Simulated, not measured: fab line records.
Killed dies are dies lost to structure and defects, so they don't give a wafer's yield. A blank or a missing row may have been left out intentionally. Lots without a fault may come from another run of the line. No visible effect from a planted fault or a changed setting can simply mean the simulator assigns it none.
fab line records	flow n5_finfet
[record] lots = 9	wafers = 25	last_day = 17
route steps=1938 shown SD_EPI_N@270 BEOL_M4@1111 PASSIVATION@1936
lots untouched by any fault: they come from a run of this same line in which no faults occurred
start_h: hours from the record's opening day to when the first of the lot's shown wafers began	wait_h: hours elapsed since this lot's preceding step	" repeats the value in the row above	L1.1+2: one row covering several wafers at once	- no value, or no start given	* or withheld: withheld	< > ~ a bound
route shown NAME@n: NAME is a module with steps in the file, n the number in the route of the first one	usual: average and standard deviation across the fault-free wafers	same: alike in all rows	chamber/n: place in a boat	sites: the reading at each site	_std_site: how widely they spread, as a standard deviation	_edge_site: the outer-site mean with the inner-site mean subtracted	radius_mm: for every site, how far away it sits from the centre of the wafer	mask NAME#n: copy n	behind: the tool/chamber that last shaped the wafer	hold: why the lot went on hold/how many hours it stayed there/how the hold came to an end	device: the n, p or np transistor that did not switch	end of line: tests run on the same wafers once the route is complete	where a step has no rows: the recipe by itself	killed: count of dies lost to structure and defects at first sort (not the wafer's yield)	map: the dies of a wafer, with x for killed, . for not killed, _ for no die there
set.NAME: the setting that was run; set.NAME@STEP: the one run at that earlier step	model.NAME: the simulator's own value behind a step, which no gauge read
a sample of lots followed through the steps of the route, with each step as a table and each wafer as a row
services: from which hour (start_h, from the record's first day; less than 0 if before it) a tool's chamber was out of use, for how many hours, and why
[[steps]]
[step N5_SD_EPI_N_CD_MEAS_09]
[recipe] target_cd_nm = 120	landing_energy_ev = 500	detector = se_inlens
[usual] cd_nm = 120.0/0.57
lot.wafer	tool	chamber	start_h	wait_h	cd_nm
L260.4	cd_sem-03	0	75.90	-	120.1
L260.5	"	0	"	"	119.6
L260.6	"	0	"	"	120.1
L261.2	cd_sem-01	0	77.80	-	119.8
L261.3	"	0	"	"	120.7
L261.6	"	0	"	"	120.1
L268.2	cd_sem-03	0	129.20	-	118.9
L268.5	"	0	"	"	119.1
L269.2	cd_sem-02	0	133.50	-	121.4
L269.3	"	0	"	"	120.6
L269.6	"	0	"	"	121.5
L272.2	cd_sem-02	0	145.20	-	119.8
L272.6	"	0	"	"	119.9
L274.2	cd_sem-02	0	155.83	-	121.0
L274.3	"	0	"	"	120.3
L274.6	"	0	"	"	120.2
L277.2	cd_sem-02	0	177.23	-	119.6
L277.3	"	0	"	"	119.9
L277.5	"	0	"	"	119.4
L278.2	cd_sem-03	0	182.92	-	119.0
L278.5	"	0	"	"	120.3
L278.6	"	0	"	"	119.3
L279.4	cd_sem-01	0	187.16	-	119.6
L279.5	"	0	"	"	119.8
L279.6	"	0	"	"	119.0
[step N5_SD_EPI_N_OVL_MEAS_10]
[recipe] points_per_wafer = 44
[usual] SD_N_BLK_OVL = -0.6/0.79
lot.wafer	tool	chamber	start_h	wait_h	SD_N_BLK_OVL[nm]
L260.4	overlay-02	0	75.93	0.0	1.0
L260.5	"	0	"	"	-1.0
L260.6	"	0	"	"	-0.2
L261.2	overlay-01	0	77.83	0.0	-0.4
L261.3	"	0	"	"	1.1
L261.6	"	0	"	"	-0.1
L268.2	overlay-01	0	129.23	0.0	-0.6
L268.5	"	0	"	"	0.2
L269.2	overlay-02	0	133.53	0.0	-0.8
L269.3	"	0	"	"	0.2
L269.6	"	0	"	"	-0.4
L272.2	overlay-01	0	145.23	0.0	-1.7
L272.6	"	0	"	"	-2.0
L274.2	overlay-02	0	155.86	0.0	-1.3
L274.3	"	0	"	"	0.1
L274.6	"	0	"	"	0.0
L277.2	overlay-02	0	177.26	0.0	0.7
L277.3	"	0	"	"	0.1
L277.5	"	0	"	"	-0.7
L278.2	overlay-02	0	182.95	0.0	0.5
L278.5	"	0	"	"	-1.2
L278.6	"	0	"	"	-0.2
L279.4	overlay-02	0	187.18	0.0	0.7
L279.5	"	0	"	"	-0.2
L279.6	"	0	"	"	0.6
[step N5_SD_EPI_N_ETCH_45]
[recipe] chemistry = CH3F/O2	target = SiOCN	target_depth_a = 60	mask_material = SOC	ion_energy_ev = 60	bias_w = 29	pressure_mtorr = 15	source_w = 410	Ar_flow_sccm = 150	CH3F_flow_sccm = 30	O2_flow_sccm = 20
[usual] O2_flow_sccm = 19.99/0.062	drypump_motor_current_A = 5.8/0.48	oes_product_au = 0.77/0.066	rf_vpp_V = 127.6/0.99	showerhead_plenum_p_Torr = 2.02/0.075	throttle_valve_pct = 23.19/0.21
lot.wafer	tool	chamber	start_h	wait_h	O2_flow_sccm	drypump_motor_current_A	oes_product_au	rf_hours_counter_h	rf_vpp_V	showerhead_plenum_p_Torr	throttle_valve_pct
L260.4	rie_diel-05	0	76.55	0.1	19.97	5.2	0.74	182	126.8	2.07	23.34
L260.5	"	3	"	"	20.05	5.4	0.76	-	127.7	1.99	23.43
L260.6	"	2	"	"	19.98	6.3	0.73	-	127.2	2.00	23.42
L261.2	rie_diel-03	3	78.40	0.1	20.05	6.3	0.82	97	126.9	1.93	23.15
L261.3	"	1	"	"	19.94	5.7	0.83	69	128.2	2.11	22.95
L261.6	"	1	"	"	19.96	5.7	0.83	-	128.1	2.11	22.96
L268.2	rie_diel-01	1	130.02	0.1	19.94	6.1	0.72	178	127.1	1.91	23.13
L268.5	"	1	"	"	20.05	6.1	0.72	-	125.6	1.91	23.12
L269.2	rie_diel-01	1	134.14	0.1	20.11	6.1	0.73	181	126.8	1.91	23.14
L269.3	"	0	"	"	20.05	5.5	0.69	239	127.6	2.04	23.10
L269.6	"	1	"	"	20.13	6.1	0.72	-	127.4	1.91	23.13
L272.2	rie_diel-01	3	145.80	0.1	19.94	5.1	0.82	50	129.2	2.11	22.94
L272.6	"	0	"	"	20.01	5.5	0.69	-	127.1	2.04	23.08
L274.2	rie_diel-05	3	156.46	0.1	20.04	5.4	0.73	182	126.4	1.98	23.47
L274.3	"	1	"	"	20.06	6.2	0.71	233	126.6	1.96	23.31
L274.6	"	3	"	"	20.00	5.4	0.73	-	128.3	1.98	23.45
L277.2	rie_diel-01	1	177.87	0.1	19.98	6.1	0.71	197	124.9	1.90	23.16
L277.3	"	2	"	"	20.05	5.4	0.81	74	128.2	2.11	23.10
L277.5	"	1	"	"	20.07	6.1	0.70	-	127.6	1.90	23.16
L278.2	rie_diel-03	1	183.60	0.1	20.12	5.7	0.79	102	128.1	2.10	22.99
L278.5	"	1	"	"	20.00	5.7	0.79	-	130.3	2.10	23.01
L278.6	"	0	"	"	19.99	6.3	0.90	-	125.8	1.95	23.20
L279.4	rie_diel-05	1	187.76	0.1	20.03	6.1	0.70	246	126.7	1.96	23.34
L279.5	"	2	"	"	20.08	6.3	0.70	-	126.5	1.98	23.49
L279.6	"	1	"	"	20.05	6.2	0.71	-	127.7	1.96	23.34
[step N5_SD_EPI_N_SD_RECESS_17]
[recipe] chemistry = HBr/Cl2/O2	target_depth_a = 410	mask_material = SOC	time_s = 23.7	bt_time_s = 3	pressure_mtorr = 10	icp_w = 800	bias_w = 112	HBr_flow_sccm = 150	Cl2_flow_sccm = 80	O2_flow_sccm = 12
[usual] O2_flow_sccm = 12.00/0.034	drypump_motor_current_A = 5.7/0.39	oes_o_777_au = 0.999/0.018	oes_product_au = 1.001/0.016	throttle_valve_pct = 37.2/0.31
[same] bt_time_s = 3
lot.wafer	tool	chamber	start_h	wait_h	O2_flow_sccm	drypump_motor_current_A	oes_o_777_au	oes_product_au	rf_hours_counter_h	throttle_valve_pct
L260.4	rie_si-06	2	76.72	0.0	11.97	5.2	1.031	1.015	22	37.0
L260.5	"	3	"	"	12.07	6.6	0.994	0.989	-	36.6
L260.6	"	0	"	"	11.97	5.6	0.974	0.974	-	37.6
L261.2	rie_si-06	1	78.58	0.0	11.94	6.2	1.000	0.987	196	37.1
L261.3	"	2	"	"	12.04	5.1	1.021	1.009	22	37.0
L261.6	"	1	"	"	11.96	6.2	1.000	0.999	-	37.1
L268.2	rie_si-04	0	130.20	0.0	11.95	5.6	1.013	0.910	112	36.9
L268.5	"	0	"	"	12.03	5.6	1.014	1.015	-	36.9
L269.2	rie_si-04	2	134.31	0.0	12.02	5.6	0.970	0.871	109	37.2
L269.3	"	3	"	"	11.95	5.7	1.001	0.890	63	36.9
L269.6	"	1	"	"	12.02	5.3	1.007	1.008	-	37.4
L272.2	rie_si-04	3	145.97	0.0	11.99	5.7	1.003	0.894	63	36.9
L272.6	"	3	"	"	12.07	5.7	0.998	1.010	-	36.8
L274.2	rie_si-05	1	156.63	0.0	12.04	5.9	1.008	1.012	2	37.3
L274.3	"	0	"	"	12.04	5.8	1.021	1.022	145	37.6
L274.6	"	0	"	"	12.03	5.8	1.008	1.017	-	37.6
L277.2	rie_si-05	2	178.04	0.0	12.03	5.3	0.994	0.996	71	37.4
L277.3	"	1	"	"	12.00	5.9	1.015	1.018	2	37.3
L277.5	"	0	"	"	12.01	5.9	1.014	1.011	-	37.6
L278.2	rie_si-06	0	183.77	0.0	11.99	5.6	0.970	0.973	146	37.6
L278.5	"	1	"	"	12.01	6.2	1.000	0.997	-	37.0
L278.6	"	2	"	"	11.97	5.2	1.020	1.016	-	37.0
L279.4	rie_si-05	3	187.93	0.0	11.97	5.5	0.997	0.997	183	37.1
L279.5	"	2	"	"	11.94	5.3	0.982	1.003	-	37.4
L279.6	"	3	"	"	12.05	5.5	1.003	0.999	-	37.1
[step N5_BEOL_M4_RC_MEAS_101]
[usual] CJ_N = 4.32/0.088	DIBL_N = 36.3/1.4	DIBL_P = 35.7/1.5	IOFF_N = 0.155/0.022	IOFF_N_85C = 3.0/0.36	IOFF_N_LIN = 0.072/0.0083	IOFF_N_LONG = 5.55e-05/2.7e-06	IOFF_P = 0.204/0.027	ION_N = 671/9	ION_P = 459/6.2	REXT_N = 75.4/1.5	SS_N = 71.5/0.54	SS_P = 73.1/0.56	VT_N = 250.2/2.6	VT_N_LVT = 98.8/2.7	VT_P = -251/3.3
lot.wafer	tool	chamber	start_h	wait_h	CJ_N	DIBL_N[mV/V]	DIBL_P[mV/V]	IOFF_N[nA/um]	IOFF_N_85C[nA/um]	IOFF_N_LIN[nA/um]	IOFF_N_LONG[nA/um]	IOFF_P[nA/um]	ION_N[uA/um]	ION_P[uA/um]	REXT_N[ohm.um]	SS_N[mV/dec]	SS_P[mV/dec]	VT_N[mV]	VT_N_LVT[mV]	VT_P[mV]
L260.4	prober-02	0	191.64	0.5	4.35	36.2	35.2	0.150	3.0	0.071	5.91e-05	0.229	666	468	74.0	71.1	73.1	252.7	98.5	-247
L260.5	"	0	"	"	4.36	34.4	33.4	0.129	2.7	0.063	5.9e-05	0.214	670	471	73.2	70.6	72.0	251.9	100.7	-250
L260.6	"	0	"	"	4.37	36.4	34.8	0.161	3.2	0.075	5.97e-05	0.235	667	461	74.1	70.9	73.4	248.3	98.2	-247
L261.2	prober-01	0	192.17	0.6	4.42	37.8	37.2	0.193	3.6	0.085	5.89e-05	0.243	674	465	76.2	71.1	74.0	246.9	94.0	-246
L261.3	"	0	"	"	4.37	35.7	35.6	0.148	2.9	0.070	5.95e-05	0.210	670	464	76.6	70.6	73.3	250.1	98.9	-248
L261.6	"	0	"	"	4.40	36.8	37.0	0.185	3.5	0.084	5.89e-05	0.239	691	470	75.4	71.4	73.5	247.2	94.0	-246
L269.2	prober-01	0	247.77	0.2	2.60	31.3	33.7	0.085	1.8	0.043	4.22e-05	0.171	517	451	89.9	71.1	73.8	262.9	109.7	-260
L269.3	"	0	"	"	2.59	32.0	34.3	0.092	2.0	0.046	4.27e-05	0.180	521	462	90.6	70.1	73.5	261.2	107.1	-255
L269.6	"	0	"	"	4.39	36.3	33.9	0.159	3.1	0.072	4.92e-05	0.179	673	457	74.5	71.1	74.0	250.6	97.3	-255
L268.2	prober-01	0	256.94	0.2	2.59	31.2	37.0	0.086	1.9	0.045	4.84e-05	0.189	523	458	93.7	70.7	73.8	260.0	107.7	-251
L268.5	"	0	"	"	4.33	34.5	36.1	0.144	2.9	0.069	5.49e-05	0.182	668	454	78.1	71.3	73.4	250.6	96.6	-250
L272.2	prober-01	0	262.93	0.2	2.59	31.4	37.2	0.086	1.9	0.046	5.09e-05	0.208	516	454	92.7	70.4	73.4	260.0	110.0	-252
L272.6	"	0	"	"	4.25	35.9	37.0	0.153	3.1	0.072	5.67e-05	0.198	667	455	76.9	72.1	73.4	251.5	98.8	-255
L274.2	prober-01	0	274.48	0.2	4.32	34.1	33.5	0.119	2.5	0.058	5.46e-05	0.174	666	457	77.0	71.0	72.7	253.2	103.9	-252
L274.3	"	0	"	"	4.27	35.0	34.6	0.131	2.7	0.062	5.46e-05	0.185	664	457	77.0	71.2	72.9	252.5	102.9	-251
L274.6	"	0	"	"	4.23	35.4	34.6	0.138	2.8	0.066	5.51e-05	0.192	677	462	76.4	71.6	73.0	250.7	101.4	-251
L277.2	prober-02	0	294.24	0.2	4.29	37.1	36.6	0.183	3.4	0.079	5.38e-05	0.232	679	465	74.9	71.5	72.9	246.5	98.2	-248
L277.3	"	0	"	"	4.18	36.2	35.7	0.157	3.0	0.070	5.28e-05	0.210	667	458	75.4	71.2	72.2	250.3	101.4	-249
L277.5	"	0	"	"	4.12	37.1	37.5	0.176	3.4	0.080	5.24e-05	0.248	677	468	75.7	71.0	73.3	246.7	100.0	-245
L278.2	prober-01	0	302.79	0.2	4.31	33.6	33.7	0.105	2.2	0.053	5.48e-05	0.161	653	456	73.8	71.3	72.2	254.8	105.5	-251
L278.5	"	0	"	"	4.31	36.1	36.6	0.139	2.8	0.068	5.4e-05	0.207	663	461	74.2	71.6	73.2	251.6	101.1	-251
L278.6	"	0	"	"	4.33	33.8	33.5	0.106	2.2	0.052	5.36e-05	0.159	644	452	74.0	70.9	72.9	255.0	105.2	-254
L279.4	prober-01	0	307.64	0.5	4.32	35.3	34.7	0.137	2.8	0.067	5.47e-05	0.179	669	460	74.2	71.7	72.8	250.5	97.8	-255
L279.5	"	0	"	"	4.42	37.3	35.9	0.166	3.2	0.075	5.66e-05	0.192	671	452	73.7	71.9	72.1	249.3	96.7	-252
L279.6	"	0	"	"	4.31	35.1	34.5	0.135	2.7	0.066	5.46e-05	0.178	668	457	73.2	71.5	72.3	253.9	99.0	-253
[step N5_PASSIVATION_PROBE_49]
[usual] defect_limited_yield = 91.0/1.5	killed_at_M0_to_M3 = 36/12	killed_at_M4_up = 14/5.5	killed_at_contacts = 11/4.8	killed_at_front_end = 42/12	killed_at_other = 3.7/2.7	killed_dies = 106/18	killed_open = 70/13	killed_short = 35/8.2	sort_bin_5_function = 5.3/1	sort_bin_6_memory = 3.3/0.69	sort_bin_8_speed = 0.00/0.007	sort_n_pass = 1074/18	sort_yield_pct = 91.0/1.5
[same] gross_dies = 1180	killed_at_back_side = 0	sort_bin_4_leakage[%] = 0
lot.wafer	tool	chamber	start_h	wait_h	defect_limited_yield[%]	killed_at_M0_to_M3	killed_at_M4_up	killed_at_contacts	killed_at_front_end	killed_at_other	killed_dies	killed_open	killed_short	sort_bin_5_function[%]	sort_bin_6_memory[%]	sort_bin_8_speed[%]	sort_n_pass	sort_yield_pct[%]
L269.2	prober-01	-	355.95	0.1	91.0	27	7	13	57	2	106	73	30	5.5	3.1	91.02	0	0
L269.3	prober-01	-	356.00	0.1	90.9	43	9	10	40	5	107	72	34	5.6	3.0	90.93	0	0
L269.6	prober-01	-	356.15	0.3	91.4	34	4	10	51	3	102	70	32	4.7	3.6	0	1078	91.4
L268.2	prober-01	-	361.68	0.1	92.9	37	13	8	22	4	84	60	22	5.0	1.9	92.88	0	0
L268.5	prober-01	-	361.83	0.2	92.1	44	14	8	26	1	93	67	26	5.5	2.2	0	1087	92.1
L272.2	prober-02	-	361.72	0.1	88.3	43	19	7	64	5	138	88	49	6.9	4.2	88.31	0	0
L272.6	prober-02	-	361.92	0.3	88.4	36	23	7	63	8	137	97	40	7.1	4.2	0	1043	88.4
L274.2	prober-01	-	379.83	0.1	90.7	31	15	11	53	0	110	72	37	5.4	3.4	0	1070	90.7
L274.3	prober-01	-	379.88	0.1	89.7	41	15	3	54	8	121	71	50	5.7	4.2	0	1059	89.7
L274.6	prober-01	-	380.03	0.3	90.2	36	13	12	54	1	116	72	43	6.4	3.3	0	1064	90.2
L277.2	prober-01	-	389.16	0.1	93.2	33	8	5	32	2	80	53	25	4.2	2.4	0	1100	93.2
L277.3	prober-01	-	389.21	0.1	93.1	33	7	21	21	0	82	60	20	4.1	2.5	0	1098	93.1
L277.5	prober-01	-	389.31	0.2	91.4	27	11	18	43	3	102	69	31	5.8	2.8	0	1078	91.4
L279.4	prober-01	-	413.60	0.2	92.9	26	20	16	18	4	84	54	29	4.5	2.5	0	1096	92.9
L279.5	prober-01	-	413.65	0.2	93.3	26	6	8	26	13	79	55	23	3.8	2.8	0	1101	93.3
L279.6	prober-01	-	413.70	0.3	93.2	28	8	10	31	3	80	51	25	3.4	3.2	0	1100	93.2
// killed by level:class
L269.2 DUMMY_GATE:geometric_particle:open=18 MOL_CONTACT_COAG:geometric_particle:open=10 STI_FIN_REVEAL:geometric_particle:open=9 FIN_SAQP:geometric_particle:open=7 STARTING-WAFER:geometric_particle:short=7 BEOL_M2:geometric_particle:open=6 BEOL_M0_SAQP:geometric_particle:short=5 BEOL_M0_SAQP:geometric_particle:open=5
L269.3 STI_FIN_REVEAL:geometric_particle:open=12 BEOL_M2:geometric_particle:open=9 BEOL_M0_SAQP:geometric_particle:open=8 FIN_SAQP:geometric_particle:open=6 MOL_CONTACT_COAG:geometric_particle:open=6 BEOL_M0_SAQP:geometric_particle:short=6 BEOL_M1:geometric_particle:open=6 DUMMY_GATE:geometric_particle:open=4
L269.6 STI_FIN_REVEAL:geometric_particle:open=16 BEOL_M0_SAQP:geometric_particle:short=13 MOL_CONTACT_COAG:geometric_particle:open=10 FIN_SAQP:geometric_particle:open=9 DUMMY_GATE:geometric_particle:open=7 BEOL_M0_SAQP:geometric_particle:open=6 BEOL_M1:geometric_particle:open=5 GATE_CUT:geometric_particle:short=4
L268.2 BEOL_M3:geometric_particle:open=21 BEOL_M4:geometric_particle:open=7 MOL_CONTACT_COAG:geometric_particle:open=5 STARTING-WAFER:geometric_particle:open=5 FIN_SAQP:geometric_particle:open=3 STI_FIN_REVEAL:geometric_particle:open=3 DUMMY_GATE:geometric_particle:open=3 MOL_CONTACT_COAG:geometric_particle:short=3
L272.2 BEOL_M0_SAQP:geometric_particle:open=15 BEOL_M4:geometric_particle:open=12 FIN_SAQP:geometric_particle:short=11 BEOL_M0_SAQP:geometric_particle:short=10 STI_FIN_REVEAL:geometric_particle:open=9 FIN_SAQP:geometric_particle:open=8 DUMMY_GATE:geometric_particle:open=8 MOL_CONTACT_COAG:geometric_particle:open=7
L268.5 BEOL_M1:geometric_particle:open=10 BEOL_M0_SAQP:geometric_particle:short=9 STI_FIN_REVEAL:geometric_particle:open=7 BEOL_M0_SAQP:geometric_particle:open=7 BEOL_M2:geometric_particle:open=7 BEOL_M3:geometric_particle:open=7 DUMMY_GATE:geometric_particle:open=6 MOL_CONTACT_COAG:geometric_particle:open=6
L272.6 FIN_SAQP:geometric_particle:open=14 STI_FIN_REVEAL:geometric_particle:open=14 BEOL_M0_SAQP:geometric_particle:short=12 DUMMY_GATE:geometric_particle:open=11 BEOL_M4:geometric_particle:open=8 BEOL_M0_SAQP:geometric_particle:open=7 MOL_CONTACT_COAG:geometric_particle:open=6 BEOL_M3:geometric_particle:open=6
L274.2 STI_FIN_REVEAL:geometric_particle:open=11 FIN_SAQP:geometric_particle:open=10 MOL_CONTACT_COAG:geometric_particle:open=9 BEOL_M0_SAQP:geometric_particle:short=9 FIN_SAQP:geometric_particle:short=8 BEOL_M1:geometric_particle:open=7 STI_FIN_REVEAL:geometric_particle:short=6 BEOL_M4:geometric_particle:open=6
L274.3 STI_FIN_REVEAL:geometric_particle:open=15 BEOL_M0_SAQP:geometric_particle:short=9 FIN_SAQP:geometric_particle:open=8 FIN_SAQP:geometric_particle:short=8 BEOL_M2:geometric_particle:short=8 DUMMY_GATE:geometric_particle:open=7 BEOL_M0_SAQP:geometric_particle:open=7 GATE_CUT:geometric_particle:short=6
L274.6 FIN_SAQP:geometric_particle:short=12 FIN_SAQP:geometric_particle:open=11 GATE_CUT:geometric_particle:short=10 MOL_CONTACT_COAG:geometric_particle:open=10 STI_FIN_REVEAL:geometric_particle:open=8 BEOL_M0_SAQP:geometric_particle:short=7 BEOL_M3:geometric_particle:open=7 BEOL_M0_SAQP:geometric_particle:open=6
L277.2 BEOL_M0_SAQP:geometric_particle:open=8 STI_FIN_REVEAL:geometric_particle:open=7 DUMMY_GATE:geometric_particle:open=6 BEOL_M2:geometric_particle:open=6 BEOL_M0_SAQP:geometric_particle:short=5 BEOL_M1:geometric_particle:open=5 FIN_SAQP:geometric_particle:open=3 MOL_CONTACT_COAG:geometric_particle:open=3
L277.3 MOL_CONTACT_COAG:geometric_particle:open=20 BEOL_M2:geometric_particle:open=9 STI_FIN_REVEAL:geometric_particle:open=8 BEOL_M0_SAQP:geometric_particle:open=6 BEOL_M0_SAQP:geometric_particle:short=5 BEOL_M3:geometric_particle:open=5 BEOL_M1:geometric_particle:short=4 STI_FIN_REVEAL:geometric_particle:short=2
L277.5 STI_FIN_REVEAL:geometric_particle:open=15 MOL_CONTACT_COAG:geometric_particle:open=14 FIN_SAQP:geometric_particle:open=8 BEOL_M0_SAQP:geometric_particle:short=8 BEOL_M0_SAQP:geometric_particle:open=6 STI_FIN_REVEAL:geometric_particle:short=4 MOL_CONTACT_COAG:geometric_particle:short=4 BEOL_M0:geometric_particle:short=4
L279.4 MOL_CONTACT_COAG:geometric_particle:open=11 BEOL_M4:geometric_particle:short=10 BEOL_M0_SAQP:geometric_particle:open=6 BEOL_M2:geometric_particle:open=6 BEOL_M3:geometric_particle:open=6 MOL_CONTACT_COAG:geometric_particle:short=5 DUMMY_GATE:geometric_particle:open=4 FIN_SAQP:geometric_particle:open=3
L279.5 BEOL_M3:geometric_particle:open=10 FIN_SAQP:geometric_particle:open=6 MOL_CONTACT_COAG:geometric_particle:open=6 BEOL_M0:geometric_particle:open=6 ILD0:geometric_particle:open=4 STARTING-WAFER:geometric_particle:short=4 DUMMY_GATE:geometric_particle:open=3 BEOL_M0_SAQP:geometric_particle:open=3
L279.6 BEOL_M3:geometric_particle:open=11 MOL_CONTACT_COAG:geometric_particle:open=9 GATE_CUT:geometric_particle:short=7 BEOL_M0_SAQP:geometric_particle:open=7 STI_FIN_REVEAL:geometric_particle:open=6 ILD0:geometric_particle:short=4 BEOL_M4:geometric_particle:short=4 BEOL_M0:geometric_particle:open=3
[[services]]
tool	chamber	start_h	hours	kind
rie_diel-03	0	65.64	-	clean
rie_diel-03	0	65.64	-	consumable_replace:focus_ring
rie_diel-03	0	65.64	25.5	scheduled_down
rie_diel-03	0	65.64	25.5	vent_cycle
rie_diel-03	-	94.92	10.0	pm
rie_si-04	3	107.88	9.0	repair
rie_diel-03	3	109.32	3.6	repair
rie_si-06	1	121.39	-	clean
rie_si-06	1	121.39	10.7	scheduled_down
rie_si-06	1	121.39	10.7	vent_cycle
rie_si-06	-	131.16	14.6	pm
rie_diel-03	2	134.14	4.8	repair
rie_si-06	-	145.76	2.8	pm
rie_si-06	3	158.46	14.1	repair
rie_diel-01	0	162.56	-	clean
rie_diel-01	0	162.56	-	consumable_replace:esc
rie_diel-01	0	162.56	-	consumable_replace:focus_ring
rie_diel-01	0	162.56	21.0	scheduled_down
rie_diel-01	0	162.56	21.0	vent_cycle
[[key]]
[first_sign] step = N5_SD_EPI_N_SD_RECESS_17	reading = oes_product_au	direction = down	sigmas = 7	usual = 1.001	struck = 0.891
[effect] step = N5_BEOL_M4_RC_MEAS_101	reading = CJ_N	direction = down	sigmas = 20	usual = 4.32	struck = 2.59
[effect] step = N5_BEOL_M4_RC_MEAS_101	reading = ION_N	direction = down	sigmas = 17	usual = 671	struck = 519
[effect] step = N5_BEOL_M4_RC_MEAS_101	reading = REXT_N	direction = up	sigmas = 11	usual = 75.4	struck = 91.7
[effect] step = N5_BEOL_M4_RC_MEAS_101	reading = VT_N	direction = up	sigmas = 4.2	usual = 250.2	struck = 261.0
[effect] step = N5_BEOL_M4_RC_MEAS_101	reading = VT_N_LVT	direction = up	sigmas = 3.6	usual = 98.8	struck = 108.6
[effect] step = N5_BEOL_M4_RC_MEAS_101	reading = IOFF_N_LONG	direction = down	sigmas = 3.5	usual = 5.55e-05	struck = 4.61e-05
[effect] step = N5_BEOL_M4_RC_MEAS_101	reading = DIBL_N	direction = down	sigmas = 3.4	usual = 36.3	struck = 31.5
[effect] step = N5_BEOL_M4_RC_MEAS_101	reading = IOFF_N_LIN	direction = down	sigmas = 3.3	usual = 0.072	struck = 0.045
[effect] step = N5_BEOL_M4_RC_MEAS_101	reading = IOFF_N_85C	direction = down	sigmas = 3.2	usual = 3.0	struck = 1.9
[effect] step = N5_BEOL_M4_RC_MEAS_101	reading = IOFF_N	direction = down	sigmas = 3.1	usual = 0.155	struck = 0.087
[effect] step = N5_PASSIVATION_PROBE_49	reading = sort_bin_8_speed	direction = up	sigmas = 99+	usual = 0.00	struck = 90.78
met_at N5_SD_EPI_N_SD_RECESS_17
struck_lots L268,L269,L272
struck_wafers L268.2,L269.2,L269.3,L272.2
not_acting_at N5_SD_EPI_N_CD_MEAS_09,N5_SD_EPI_N_OVL_MEAS_10,N5_SD_EPI_N_ETCH_45
[fault] kind = process_parameter_drift	tool = rie_si-04	chamber = -	onset_h = 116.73	steps = N5_SD_EPI_N_SD_RECESS_17	channel = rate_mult	offset = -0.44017	shape = step	end_h = 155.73	scope = struck_wafers_only
